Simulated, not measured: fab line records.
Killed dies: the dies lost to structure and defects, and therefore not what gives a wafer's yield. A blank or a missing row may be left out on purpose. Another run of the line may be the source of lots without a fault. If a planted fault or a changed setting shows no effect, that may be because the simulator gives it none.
2 desks, one fault    flow nand-harc    every desk sees just its own numbers, and what lay behind them comes last

## THE TOOL OWNER'S DESK: rie-diel-12
The tool's own readings at NHARC_A_M1_ETCH_15 (etches the open film in C4F8/Ar, target depth 182.5 nm, time 91.2 s): means of the sampled wafers that have a number, for each lot that ran on this tool. The brackets show how far a lot's mean lies from the usual mean; more than 4 standard deviations puts the lot out of limits, marked OUT.
Columns: A = bias-w at NHARC_A_M1_ETCH_15, usual 300.1 W; B = chamber-pressure-mTorr at NHARC_A_M1_ETCH_15, usual 24.998 mTorr; C = oes-product-au at NHARC_A_M1_ETCH_15, usual 0.948 a.u.; D = rf-vpp-V at NHARC_A_M1_ETCH_15, usual 440.7 V
lot   first seen here  A      B       C      D
L446  day 19 01:39     299.9  24.984  0.947  440.2
L459  day 22 06:09     299.8  25.008  0.936  440.8
L458  day 22 15:04     299.7  25.004  0.972  442.5
L463  day 23 09:46     298.9  24.991  0.934  443.0
This desk's verdict: no lot among the 4 shows anything out of limits.

## AT THE METROLOGY DESK
Means of the sampled wafers that have a number, per lot and without regard to the tool the lot ran on: this is what the gauges read. The brackets show how far a lot's mean lies from the usual mean; more than 4 standard deviations puts the lot out of limits, marked OUT.
Columns: A = thk-nm at NHARC_A_M0_THK_MEAS_24, usual 113.5 nm
lot   first seen here  A
L441  day 17 22:19     116.0
L442  day 18 00:17     113.8
L446  day 18 23:41     113.3
L447  day 19 13:22     112.7
L449  day 19 20:19     112.6
L450  day 19 21:11     114.3
L451  day 20 11:58     112.0
L454  day 20 12:23     114.2
L453  day 20 12:50     113.7
L460  day 22 03:41     113.4
L459  day 22 04:08     113.6
L458  day 22 12:52     113.8
L463  day 23 07:52     112.5
This desk's verdict: no lot among the 13 shows anything out of limits.

## ALL TOGETHER
Nothing out of limits was seen by the tool owner's desk.
Metrology desk: nothing out of limits seen.

## WHAT THE SIMULATOR HAD PUT IN
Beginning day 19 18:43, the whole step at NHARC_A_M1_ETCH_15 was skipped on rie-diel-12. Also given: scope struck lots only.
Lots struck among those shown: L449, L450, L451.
